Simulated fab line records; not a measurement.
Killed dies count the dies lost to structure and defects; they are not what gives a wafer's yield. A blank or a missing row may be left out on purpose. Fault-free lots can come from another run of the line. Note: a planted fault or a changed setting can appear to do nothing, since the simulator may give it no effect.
A lot that was struck, set against a sound lot	flow nand-harc	14 out of 1302 route steps
Sound: these wafers, L237.2, L237.4, L237.6. Struck: wafer L229.2. (L229.1 of the same lot was not struck and is left out.) The cause comes at the end.
Each step with rows lists, per side, the tool, then ch with its chambers, then its first start. Under that, the readings that differ: sound wafers	struck wafers	difference of the means	sigmas: that difference in standard deviations of wafers without a fault.
alike: a reading whose means differ by less than 2 such deviations, as well as words and numbers matching on both sides. not compared: withheld readings; readings where some wafer has no value; bounds like >300 that might hide an equal value; numbers whose values overlap and for which the record gives no deviation.
The two part at a step that has a row with sigmas, a row that says differs or no value, or rows on one side only. Numbers that have no deviation but don't overlap get no sigmas and don't part them. A reading that every wafer of one side lacks parts them only if that side has two wafers or more.

NHARC_A_WL_FILL_ALD_10: deposits SiO2, target thk 50 nm, pulse time 10 s, ald cycles 500.
  sound on ald-hk-02 ch 0,2, day 27 04:19; struck on ald-hk-01 ch 0, day 24 12:28
  alike: heater-power-w, precursor-pulse-height-rel
NHARC_A_WL_FILL_ETCHBACK_16: etches the open film in C4F8/O2/Ar, target depth 120 nm, time 24 s.
  sound on rie-diel-11 ch 0,2,3; struck on rie-diel-08 ch 2
  alike: oes-product-au, rf-vpp-V
  not compared: rf-hours-counter-h
NHARC_A_WL_FILL_STRIP_29: strips in O2, time 20 s.
  sound on rie-diel-11 ch 2,3, day 27 08:32; struck on rie-diel-08 ch 1, day 24 15:40
  alike: drypump-motor-current-A, oes-product-au, rf-vpp-V, showerhead-plenum-p-Torr, throttle-valve-pct
  not compared: rf-hours-counter-h
NHARC_A_WL_FILL_ETCHBACK_17: etches the open film in Cl2/BCl3, target depth 4 nm, time 26.7 s.
  sound on rie-metal-03 ch 0,1, day 27 08:37; struck on rie-metal-03 ch 0, day 24 15:44
  alike: drypump-motor-current-A, oes-product-au
  not compared: rf-hours-counter-h
then, 6 steps without rows for these wafers: NHARC_A_WL_FILL_PRECLEAN_18 (cleans in dHF, time 30 s); NHARC_A_WL_FILL_SRD_21; NHARC_A_WL_FILL_CVD_23 (deposits poly-Si, target thk 40 nm, time 800 s); NHARC_A_WL_FILL_ETCHBACK_26 (etches the open film in HBr, target depth 52 nm, time 13.3 s); NHARC_A_WL_FILL_PRECLEAN_30 (cleans in dHF, time 10 s); NHARC_A_WL_FILL_SRD_14.
NHARC_A_WL_FILL_ALD_19: deposits TiN, target thk 2 nm, pulse time 3 s, ald cycles 100.
  sound on ald-metal-04 ch 0,3, day 27 14:05; struck on ald-metal-02 ch 1, day 24 22:59
  alike: heater-power-w, precursor-pulse-height-rel
then, 1 step without rows for these wafers: NHARC_A_WL_FILL_CVD_20 (deposits W, target thk 100 nm, time 74 s).
NHARC_A_WL_FILL_CMP_12: polishes, t overpolish 30 s, target thk 100 nm.
  sound on cmp-03 ch 1,3, day 27 14:27; struck on cmp-02 ch 1, day 24 23:21
reading	sound	struck	difference	sigmas
motor-current-A (A)	11.5 13.3 11.9	9.5	-2.7	-3
overpolish-run-s (s)	29.992 29.996 30.000	30.014	+0.018	+2
time-to-endpoint-s (s)	19.2 21.4 16.9	10.5	-8.7	-3
  not compared: pad-life-wafers
-- the record jumps here: 3 days lie between the struck wafers' starts before and after (it left off in module A_WL_FILL and takes up again in module END, whose first step shown is number 1302 of the route) --
NHARC_END_SORT_01:
  sound on prober-01 ch 0, day 30 19:56; struck on prober-02 ch 0, day 28 07:37
reading	sound	struck	difference	sigmas
killed-at-array	57 34 35	96	+54	+3
killed-dies	59 37 37	98	+54	+3
  alike: killed-at-other, killed-at-periphery, killed-open, killed-short

## WHERE THEY PART
Earliest at NHARC_A_WL_FILL_CMP_12; latest, in this record, at NHARC_END_SORT_01.

WHY: the cause the simulator had injected
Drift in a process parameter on cmp-02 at NHARC_A_WL_FILL_CMP_12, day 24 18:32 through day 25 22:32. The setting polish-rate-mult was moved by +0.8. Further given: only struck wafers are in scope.
